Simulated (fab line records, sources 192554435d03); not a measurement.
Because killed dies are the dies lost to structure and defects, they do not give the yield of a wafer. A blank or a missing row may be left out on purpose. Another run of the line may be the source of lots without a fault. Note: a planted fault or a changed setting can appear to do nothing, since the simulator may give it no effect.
Which of the tools did it? / flow n5_finfet / Sampling: 8 lots, 24 wafers, 6 of 1938 route steps

## WHAT EACH GAUGE READ, for each wafer
N5_BEOL_M0_SAQP_CD_MEAS_40 targets a cd of 30 nm. Usual: cd_nm at 30.01 nm, with a standard deviation of 0.25.
lot=L293; measured=day 5 22:57; on=cd_sem-01; cd_nm (nm)=29.96 29.55 29.82; flag=
lot=L295; measured=day 6 11:22; on=cd_sem-02; cd_nm (nm)=29.80 29.97 29.94; flag=
lot=L298; measured=day 6 23:20; on=cd_sem-02; cd_nm (nm)=29.92 29.79 30.26; flag=
lot=L304; measured=day 8 18:42; on=cd_sem-01; cd_nm (nm)=30.20 29.65 29.52; flag=
lot=L307; measured=day 9 10:33; on=cd_sem-01; cd_nm (nm)=29.63 29.70 30.01; flag=
lot=L310; measured=day 10 06:56; on=cd_sem-03; cd_nm (nm)=30.31 30.19 30.02; flag=
lot=L312; measured=day 10 13:56; on=cd_sem-01; cd_nm (nm)=30.05 30.13 30.18; flag=
lot=L315; measured=day 11 09:02; on=cd_sem-01; cd_nm (nm)=30.14 29.92 30.09; flag=

N5_BEOL_M0_CUTY_INSPECT_59: inspects for defects (macro). Usual: raw_defect_count at 2.1, with a standard deviation of 1.5.
lot=L293; measured=day 6 00:26; on=defect_inspect-01; raw_defect_count=2 2 0; flag=
lot=L295; measured=day 6 13:28; on=defect_inspect-02; raw_defect_count=3 1 2; flag=
lot=L298; measured=day 7 01:04; on=defect_inspect-02; raw_defect_count=3 3 3; flag=
lot=L304; measured=day 8 20:43; on=defect_inspect-01; raw_defect_count=1 1 0; flag=
lot=L307; measured=day 9 12:01; on=defect_inspect-01; raw_defect_count=>300 >300 >300; flag=OFF
lot=L310; measured=day 10 08:20; on=defect_inspect-01; raw_defect_count=>300 >300 >300; flag=OFF
lot=L312; measured=day 10 15:26; on=defect_inspect-01; raw_defect_count=2 4 5; flag=
lot=L315; measured=day 11 10:38; on=defect_inspect-01; raw_defect_count=2 1 0; flag=

N5_BEOL_M4_RC_MEAS_101. Usual: DIBL_N 36.5 mV/V, standard deviation 1.4; DIBL_P 36.9 mV/V, standard deviation 1.7; IOFF_N 0.163 nA/um, standard deviation 0.023; IOFF_P 0.22 nA/um, standard deviation 0.032; ION_N 673 uA/um, standard deviation 9; ION_P 462 uA/um, standard deviation 7.5; SS_N 71.6 mV/dec, standard deviation 0.54; SS_P 73.4 mV/dec, standard deviation 0.62; VT_N 249.8 mV, standard deviation 2.8; VT_P -250 mV, standard deviation 3.5.
lot=L293; measured=day 7 23:18; on=prober-01; DIBL_N (mV/V)=35.0 37.3 36.1; DIBL_P (mV/V)=35.9 38.7 37.2; IOFF_N (nA/um)=0.143 0.184 0.163; IOFF_P (nA/um)=0.21 0.26 0.23; ION_N (uA/um)=657 680 663; ION_P (uA/um)=457 468 460; SS_N (mV/dec)=71.2 71.9 72.0; SS_P (mV/dec)=73.6 74.2 73.8; VT_N (mV)=253.3 247.2 250.5; VT_P (mV)=-248 -245 -249; flag=
lot=L295; measured=day 8 18:02; on=prober-01; DIBL_N (mV/V)=36.1 37.7 35.5; DIBL_P (mV/V)=37.5 39.1 36.7; IOFF_N (nA/um)=0.159 0.190 0.152; IOFF_P (nA/um)=0.23 0.27 0.22; ION_N (uA/um)=674 678 677; ION_P (uA/um)=469 469 471; SS_N (mV/dec)=71.1 71.6 71.4; SS_P (mV/dec)=73.0 73.6 73.6; VT_N (mV)=248.9 249.7 253.0; VT_P (mV)=-247 -248 -252; flag=
lot=L298; measured=day 9 05:38; on=prober-01; DIBL_N (mV/V)=35.7 37.9 37.6; DIBL_P (mV/V)=35.3 38.6 37.6; IOFF_N (nA/um)=0.135 0.182 0.172; IOFF_P (nA/um)=0.19 0.24 0.22; ION_N (uA/um)=663 680 689; ION_P (uA/um)=459 464 470; SS_N (mV/dec)=71.3 71.5 71.0; SS_P (mV/dec)=73.8 74.6 74.1; VT_N (mV)=253.6 247.2 249.3; VT_P (mV)=-253 -248 -251; flag=
lot=L304; measured=day 11 05:37; on=prober-02; DIBL_N (mV/V)=37.6 35.4 36.4; DIBL_P (mV/V)=38.3 34.8 36.9; IOFF_N (nA/um)=0.190 0.134 0.165; IOFF_P (nA/um)=0.26 0.19 0.23; ION_N (uA/um)=675 655 686; ION_P (uA/um)=466 447 467; SS_N (mV/dec)=71.9 70.7 71.2; SS_P (mV/dec)=73.5 72.7 73.6; VT_N (mV)=247.7 255.9 248.5; VT_P (mV)=-248 -253 -251; flag=
lot=L307; measured=day 11 10:32; on=prober-01; DIBL_N (mV/V)=37.3 38.3 36.1; DIBL_P (mV/V)=38.5 39.0 36.6; IOFF_N (nA/um)=0.196 0.204 0.161; IOFF_P (nA/um)=0.24 0.25 0.22; ION_N (uA/um)=682 694 687; ION_P (uA/um)=462 464 469; SS_N (mV/dec)=71.8 71.9 70.9; SS_P (mV/dec)=74.2 74.2 74.0; VT_N (mV)=245.1 244.8 248.7; VT_P (mV)=-249 -248 -249; flag=
lot=L310; measured=day 12 16:38; on=prober-01; DIBL_N (mV/V)=37.0 38.6 38.9; DIBL_P (mV/V)=38.6 40.0 39.9; IOFF_N (nA/um)=0.158 0.175 0.186; IOFF_P (nA/um)=0.21 0.22 0.23; ION_N (uA/um)=673 676 676; ION_P (uA/um)=466 457 459; SS_N (mV/dec)=71.4 72.2 72.4; SS_P (mV/dec)=73.5 73.9 74.1; VT_N (mV)=249.6 251.9 250.7; VT_P (mV)=-250 -253 -251; flag=
lot=L312; measured=day 12 18:17; on=prober-02; DIBL_N (mV/V)=37.8 35.1 34.4; DIBL_P (mV/V)=39.6 36.1 35.9; IOFF_N (nA/um)=0.191 0.142 0.128; IOFF_P (nA/um)=0.22 0.17 0.17; ION_N (uA/um)=679 671 656; ION_P (uA/um)=457 448 454; SS_N (mV/dec)=71.9 71.0 70.8; SS_P (mV/dec)=74.2 73.7 73.8; VT_N (mV)=247.5 251.1 255.7; VT_P (mV)=-252 -258 -254; flag=
lot=L315; measured=day 13 15:49; on=prober-02; DIBL_N (mV/V)=37.3 38.3 37.7; DIBL_P (mV/V)=36.0 37.0 35.6; IOFF_N (nA/um)=0.184 0.213 0.183; IOFF_P (nA/um)=0.25 0.29 0.25; ION_N (uA/um)=675 673 673; ION_P (uA/um)=464 460 462; SS_N (mV/dec)=71.8 71.7 72.7; SS_P (mV/dec)=73.7 74.9 74.1; VT_N (mV)=246.7 245.4 249.9; VT_P (mV)=-246 -246 -247; flag=

## TOOL THAT RAN EACH LOT (tool first, then ch and the chambers of the sampled wafers, then the start)
lot=L293; N5_BEOL_M0_SAQP_ETCH_73=rie_diel-06 ch 0,2, day 5 23:07; N5_BEOL_M0_SAQP_CUT_ETCH_46=rie_diel-06 ch 0,2, day 5 23:10; N5_BEOL_M0_CUTY_DESCUM_61=rie_diel-04 ch 0,1,3, day 6 01:02
lot=L295; N5_BEOL_M0_SAQP_ETCH_73=rie_diel-06 ch 0,2, day 6 12:10; N5_BEOL_M0_SAQP_CUT_ETCH_46=rie_diel-06 ch 0,2, day 6 12:12; N5_BEOL_M0_CUTY_DESCUM_61=rie_diel-05 ch 0,1,3, day 6 13:31
lot=L298; N5_BEOL_M0_SAQP_ETCH_73=rie_diel-02 ch 0,1,2, day 6 23:46; N5_BEOL_M0_SAQP_CUT_ETCH_46=rie_diel-02 ch 0,1,2, day 6 23:48; N5_BEOL_M0_CUTY_DESCUM_61=rie_diel-03 ch 0,3, day 7 01:10
lot=L304; N5_BEOL_M0_SAQP_ETCH_73=rie_diel-02 ch 2,3, day 8 18:53; N5_BEOL_M0_SAQP_CUT_ETCH_46=rie_diel-02 ch 2,3, day 8 18:55; N5_BEOL_M0_CUTY_DESCUM_61=rie_diel-03 ch 0,3, day 8 20:45
lot=L307; N5_BEOL_M0_SAQP_ETCH_73=rie_diel-06 ch 0,1,2, day 9 10:43; N5_BEOL_M0_SAQP_CUT_ETCH_46=rie_diel-06 ch 0,1,2, day 9 10:45; N5_BEOL_M0_CUTY_DESCUM_61=rie_diel-05 ch 0,1,2, day 9 12:04
lot=L310; N5_BEOL_M0_SAQP_ETCH_73=rie_diel-06 ch 0,2, day 10 07:06; N5_BEOL_M0_SAQP_CUT_ETCH_46=rie_diel-06 ch 0,2, day 10 07:08; N5_BEOL_M0_CUTY_DESCUM_61=rie_diel-05 ch 1,3, day 10 08:23
lot=L312; N5_BEOL_M0_SAQP_ETCH_73=rie_diel-01 ch 0,2,3, day 10 14:06; N5_BEOL_M0_SAQP_CUT_ETCH_46=rie_diel-01 ch 0,2,3, day 10 14:08; N5_BEOL_M0_CUTY_DESCUM_61=rie_diel-05 ch 0,2,3, day 10 15:28
lot=L315; N5_BEOL_M0_SAQP_ETCH_73=rie_diel-02 ch 0,2, day 11 09:13; N5_BEOL_M0_SAQP_CUT_ETCH_46=rie_diel-02 ch 0,2, day 11 09:15; N5_BEOL_M0_CUTY_DESCUM_61=rie_diel-03 ch 0,1, day 11 10:57
- N5_BEOL_M0_SAQP_ETCH_73: etches SiARC in CF4, target depth 19.5 nm, time 32.5 s.
- N5_BEOL_M0_SAQP_CUT_ETCH_46: etches SOC in N2/H2, target depth 135 nm, overetch 27 nm, time 202.5 s.
- N5_BEOL_M0_CUTY_DESCUM_61: chemistry O2, time 7.9 s.

## WHAT THE TOOLS THEMSELVES READ (means of the sampled wafers that have a number; where no wafer has one, the mark that the record gives instead)
N5_BEOL_M0_SAQP_ETCH_73. Usual: drypump_motor_current_A 5.5 A, standard deviation 0.5; etch_rf_on_time_s 32.5 s, standard deviation 0.45; oes_product_au 0.64 a.u., standard deviation 0.043; rf_vpp_V 183.7 V, standard deviation 1.2; showerhead_plenum_p_Torr 2.11 Torr, standard deviation 0.074; throttle_valve_pct 15.59 %, standard deviation 0.19.
lot=L293; tool=rie_diel-06; drypump_motor_current_A (A)=5.4; etch_rf_on_time_s (s)=32.8; oes_product_au (a.u.)=0.64; rf_vpp_V (V)=184.6; showerhead_plenum_p_Torr (Torr)=2.12; throttle_valve_pct (%)=15.80; flag=
lot=L295; tool=rie_diel-06; drypump_motor_current_A (A)=5.2; etch_rf_on_time_s (s)=32.8; oes_product_au (a.u.)=0.64; rf_vpp_V (V)=183.4; showerhead_plenum_p_Torr (Torr)=2.10; throttle_valve_pct (%)=15.70; flag=
lot=L298; tool=rie_diel-02; drypump_motor_current_A (A)=5.6; etch_rf_on_time_s (s)=32.6; oes_product_au (a.u.)=0.69; rf_vpp_V (V)=183.9; showerhead_plenum_p_Torr (Torr)=2.13; throttle_valve_pct (%)=15.38; flag=
lot=L304; tool=rie_diel-02; drypump_motor_current_A (A)=5.6; etch_rf_on_time_s (s)=32.2; oes_product_au (a.u.)=0.66; rf_vpp_V (V)=183.8; showerhead_plenum_p_Torr (Torr)=2.12; throttle_valve_pct (%)=15.58; flag=
lot=L307; tool=rie_diel-06; drypump_motor_current_A (A)=5.1; etch_rf_on_time_s (s)=32.9; oes_product_au (a.u.)=0.63; rf_vpp_V (V)=183.1; showerhead_plenum_p_Torr (Torr)=2.09; throttle_valve_pct (%)=15.74; flag=
lot=L310; tool=rie_diel-06; drypump_motor_current_A (A)=5.3; etch_rf_on_time_s (s)=33.0; oes_product_au (a.u.)=0.61; rf_vpp_V (V)=184.1; showerhead_plenum_p_Torr (Torr)=2.11; throttle_valve_pct (%)=15.84; flag=
lot=L312; tool=rie_diel-01; drypump_motor_current_A (A)=5.8; etch_rf_on_time_s (s)=32.4; oes_product_au (a.u.)=0.62; rf_vpp_V (V)=183.9; showerhead_plenum_p_Torr (Torr)=2.08; throttle_valve_pct (%)=15.57; flag=
lot=L315; tool=rie_diel-02; drypump_motor_current_A (A)=5.2; etch_rf_on_time_s (s)=32.6; oes_product_au (a.u.)=0.69; rf_vpp_V (V)=185.5; showerhead_plenum_p_Torr (Torr)=2.19; throttle_valve_pct (%)=15.40; flag=

N5_BEOL_M0_SAQP_CUT_ETCH_46. Usual: drypump_motor_current_A 5.5 A, standard deviation 0.5; rf_vpp_V 522.8 V, standard deviation 2.8; showerhead_plenum_p_Torr 2.50 Torr, standard deviation 0.093; throttle_valve_pct 17.80 %, standard deviation 0.19.
lot=L293; tool=rie_diel-06; drypump_motor_current_A (A)=5.3; rf_vpp_V (V)=523.3; showerhead_plenum_p_Torr (Torr)=2.52; throttle_valve_pct (%)=18.03; flag=
lot=L295; tool=rie_diel-06; drypump_motor_current_A (A)=5.2; rf_vpp_V (V)=522.7; showerhead_plenum_p_Torr (Torr)=2.48; throttle_valve_pct (%)=17.90; flag=
lot=L298; tool=rie_diel-02; drypump_motor_current_A (A)=5.6; rf_vpp_V (V)=523.4; showerhead_plenum_p_Torr (Torr)=2.53; throttle_valve_pct (%)=17.64; flag=
lot=L304; tool=rie_diel-02; drypump_motor_current_A (A)=5.6; rf_vpp_V (V)=523.1; showerhead_plenum_p_Torr (Torr)=2.50; throttle_valve_pct (%)=17.72; flag=
lot=L307; tool=rie_diel-06; drypump_motor_current_A (A)=5.1; rf_vpp_V (V)=521.4; showerhead_plenum_p_Torr (Torr)=2.47; throttle_valve_pct (%)=17.94; flag=
lot=L310; tool=rie_diel-06; drypump_motor_current_A (A)=5.3; rf_vpp_V (V)=521.8; showerhead_plenum_p_Torr (Torr)=2.50; throttle_valve_pct (%)=18.09; flag=
lot=L312; tool=rie_diel-01; drypump_motor_current_A (A)=5.8; rf_vpp_V (V)=521.9; showerhead_plenum_p_Torr (Torr)=2.46; throttle_valve_pct (%)=17.78; flag=
lot=L315; tool=rie_diel-02; drypump_motor_current_A (A)=5.2; rf_vpp_V (V)=525.2; showerhead_plenum_p_Torr (Torr)=2.60; throttle_valve_pct (%)=17.64; flag=

N5_BEOL_M0_CUTY_DESCUM_61. Usual: drypump_motor_current_A 6.0 A, standard deviation 0.37; oes_product_au 0.79 a.u., standard deviation 0.095; rf_vpp_V 243.0 V, standard deviation 1.2; showerhead_plenum_p_Torr 2.08 Torr, standard deviation 0.056; throttle_valve_pct 20.45 %, standard deviation 0.29.
lot=L293; tool=rie_diel-04; drypump_motor_current_A (A)=5.9; oes_product_au (a.u.)=0.69; rf_vpp_V (V)=242.3; showerhead_plenum_p_Torr (Torr)=2.08; throttle_valve_pct (%)=20.58; flag=
lot=L295; tool=rie_diel-05; drypump_motor_current_A (A)=6.1; oes_product_au (a.u.)=0.76; rf_vpp_V (V)=242.7; showerhead_plenum_p_Torr (Torr)=2.09; throttle_valve_pct (%)=20.56; flag=
lot=L298; tool=rie_diel-03; drypump_motor_current_A (A)=6.1; oes_product_au (a.u.)=0.84; rf_vpp_V (V)=242.9; showerhead_plenum_p_Torr (Torr)=2.11; throttle_valve_pct (%)=20.38; flag=
lot=L304; tool=rie_diel-03; drypump_motor_current_A (A)=6.1; oes_product_au (a.u.)=0.82; rf_vpp_V (V)=243.4; showerhead_plenum_p_Torr (Torr)=2.11; throttle_valve_pct (%)=20.42; flag=
lot=L307; tool=rie_diel-05; drypump_motor_current_A (A)=6.2; oes_product_au (a.u.)=0.86; rf_vpp_V (V)=243.0; showerhead_plenum_p_Torr (Torr)=2.04; throttle_valve_pct (%)=20.27; flag=
lot=L310; tool=rie_diel-05; drypump_motor_current_A (A)=6.2; oes_product_au (a.u.)=0.76; rf_vpp_V (V)=243.0; showerhead_plenum_p_Torr (Torr)=2.12; throttle_valve_pct (%)=20.69; flag=
lot=L312; tool=rie_diel-05; drypump_motor_current_A (A)=6.2; oes_product_au (a.u.)=0.77; rf_vpp_V (V)=242.8; showerhead_plenum_p_Torr (Torr)=2.06; throttle_valve_pct (%)=20.39; flag=
lot=L315; tool=rie_diel-03; drypump_motor_current_A (A)=6.2; oes_product_au (a.u.)=0.86; rf_vpp_V (V)=242.5; showerhead_plenum_p_Torr (Torr)=2.06; throttle_valve_pct (%)=20.64; flag=

## THE ANSWER, worked out from the rows above alone
Rule: take the mean of a lot's wafers that have a number; if it is more than 3 standard deviations from the usual mean, the lot is off. A lot without any number at a reading at which 4 lots or more have one is off too. Where the step has rows for the other lots, those lots are counted as sound. The gauges are gone through in route order, then the tools' own readings, and for those a lot's mean is taken as printed above. The first step at which some lot is off is used, and at that step the reading that is off furthest; a lot without a number counts as furthest.
Off, at N5_BEOL_M0_CUTY_INSPECT_59 on raw_defect_count: L307, L310. Without a number there: L307, L310.
If a tool, at a process step before that reading, ran all the lots that are off and no sound lot after the first of them, it fits. The gauges at N5_BEOL_M0_CUTY_INSPECT_59 are tried like those tools. One fits: rie_diel-06 at N5_BEOL_M0_SAQP_ETCH_73 and N5_BEOL_M0_SAQP_CUT_ETCH_46. At N5_BEOL_M0_SAQP_ETCH_73 its last sound lot is L295 (day 6 12:10), its first lot that is off L307 (day 9 10:43): a fault that began between those two fits.

## WHAT THE SIMULATOR PUT IN
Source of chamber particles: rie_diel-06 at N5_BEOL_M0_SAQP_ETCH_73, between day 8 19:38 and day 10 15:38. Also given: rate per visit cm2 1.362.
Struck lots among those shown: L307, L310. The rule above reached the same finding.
